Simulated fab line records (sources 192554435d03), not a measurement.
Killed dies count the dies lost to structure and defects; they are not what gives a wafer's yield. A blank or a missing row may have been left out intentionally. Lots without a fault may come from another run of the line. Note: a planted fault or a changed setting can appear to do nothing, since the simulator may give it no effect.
A lot that was struck, set against a sound lot ; flow n5-finfet ; 19 out of 1938 route steps
Sound: wafers L749.3, L749.4, L749.6. The struck wafers were L750.4, L750.5, L750.6. The cause comes at the end.
Per side, at each step with rows, come the tool, then ch with its chambers, and then its first start. Under that, the readings that differ: sound wafers ; struck wafers ; difference of the means ; sigmas: that difference in standard deviations of wafers without a fault.
alike: same words and numbers on both sides, and readings whose means sit less than 2 such deviations apart. not compared: any withheld reading, any reading some wafer has no value for, any bound like >300 that may hide the same value, and any number with overlapping values for which the record gives no deviation.
Wherever a step has rows on one side only, a row that says differs or no value, or a row with sigmas, the two part there. When numbers do not overlap yet have no deviation, they are printed without sigmas and do not part them. A reading missing from all wafers of one side parts the sides only when that side holds two or more wafers.

N5_BEOL_M13_CMP_49: polishes, stops on SiOC, t overpolish 17.1 s, target thk 420 nm.
  sound on cmp-03 ch 0,2,3, day 10 19:59; struck on cmp-03 ch 0,1,2, day 11 03:23
  alike: barrier-field-endpoint-s, motor-current-A, overpolish-run-s
N5_BEOL_M13_THK_MEAS_50: measures by xrf.
  sound: film-metro-01 at day 10 20:17; struck: film-metro-02 at day 11 03:34
  alike: M13_THK
then, 1 step without rows for these wafers: N5_BEOL_M13_PRE_CLEAN_52 (time 15 s).
N5_BEOL_M13_DEP_53: deposits SiCN from 3MS/NH3, target thk 50 nm, time 17.8 s.
  sound on pecvd-04 ch 0,1,2, day 10 20:20; struck on pecvd-03 ch 0,1,2, day 11 03:38
  alike: showerhead-plenum-p-Torr, throttle-valve-pct
  not compared: since-wet-clean-h
N5_BEOL_M13_RS_MEAS_54: measures by four-point-probe.
  sound: film-metro-01 at day 10 20:25; struck: film-metro-02 at day 11 03:42
  alike: M13_RS
N5_BEOL_M13_INSPECT_55: inspects for defects (darkfield).
  sound: defect-inspect-01 at day 10 20:26; struck: defect-inspect-02 at day 11 03:43
  alike: raw-defect-count
N5_BEOL_M14_ILD_DEP_00: deposits SiO2 from TEOS/O2, target thk 1119.3 nm, time 237.4 s.
  sound on pecvd-01 ch 0,1,2, day 10 20:28; struck on pecvd-01 ch 0,1,2, day 11 03:50
  alike: heater-power-w, showerhead-plenum-p-Torr, throttle-valve-pct
  not compared: since-wet-clean-h
N5_BEOL_M14_THK_MEAS_01:
  sound: film-metro-02 at day 10 20:40; struck: film-metro-02 at day 11 03:57
  alike: M14_ILD_THK
then, 4 steps without rows for these wafers: N5_BEOL_M14_COAT_58 (time 60 s, resist thk 89 nm); N5_BEOL_M14_COAT_04 (resist thk 800 nm); N5_BEOL_M14_EBR_06; N5_BEOL_M14_SOFTBAKE_05 (time 60 s).
N5_BEOL_M14_EXPOSE_07: exposes mask V13.
  sound on krf-scanner-01 ch 0, day 10 20:48; struck on krf-scanner-01 ch 0, day 11 04:06
reading;sound;struck;difference;sigmas
exposure-dose-mJ-cm2;56.98 57.04 57.01;51.37 51.44 51.46;-5.59;-99 or more
  alike: mask
then, 3 steps without rows for these wafers: N5_BEOL_M14_PEB_08 (peb time 90 s); N5_BEOL_M14_DEVELOP_09 (develop time 45 s); N5_BEOL_M14_HARDBAKE_14 (time 120 s).
N5_BEOL_M14_CD_MEAS_10: the cd target is 250 nm.
  sound on cd-sem-02 ch 0, day 10 20:58; struck on cd-sem-01 ch 0, day 11 04:16
reading;sound;struck;difference;sigmas
cd-nm (nm);247.5 249.1 249.1;236.8 236.9 232.3;-13.2;-7
N5_BEOL_M14_OVL_MEAS_11:
  sound on overlay-02 ch 0, day 10 21:00; struck on overlay-01 ch 0, day 11 04:17
  alike: V13_OVL
N5_PASSIVATION_PROBE_49:
  sound: prober-02 at day 12 02:55; struck: prober-02 at day 12 14:33
  alike: defect-limited-yield, killed_at_M0_to_M3, killed_at_M4_up, killed-at-contacts, killed-at-front-end, killed-at-other, killed-dies, killed-open, killed-short, sort_bin_5_function, sort_bin_6_memory, sort-n-pass, sort-yield-pct

WHERE THEY PART
Earliest at N5_BEOL_M14_EXPOSE_07; latest, in this record, at N5_BEOL_M14_CD_MEAS_10. Later steps at which nothing parts them and some readings are alike: N5_BEOL_M14_OVL_MEAS_11, N5_PASSIVATION_PROBE_49.

WHY: what the simulator had put in
Process parameters drifting: krf-scanner-01 at N5_BEOL_M14_EXPOSE_07, beginning at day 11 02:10. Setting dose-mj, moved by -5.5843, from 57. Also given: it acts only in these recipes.
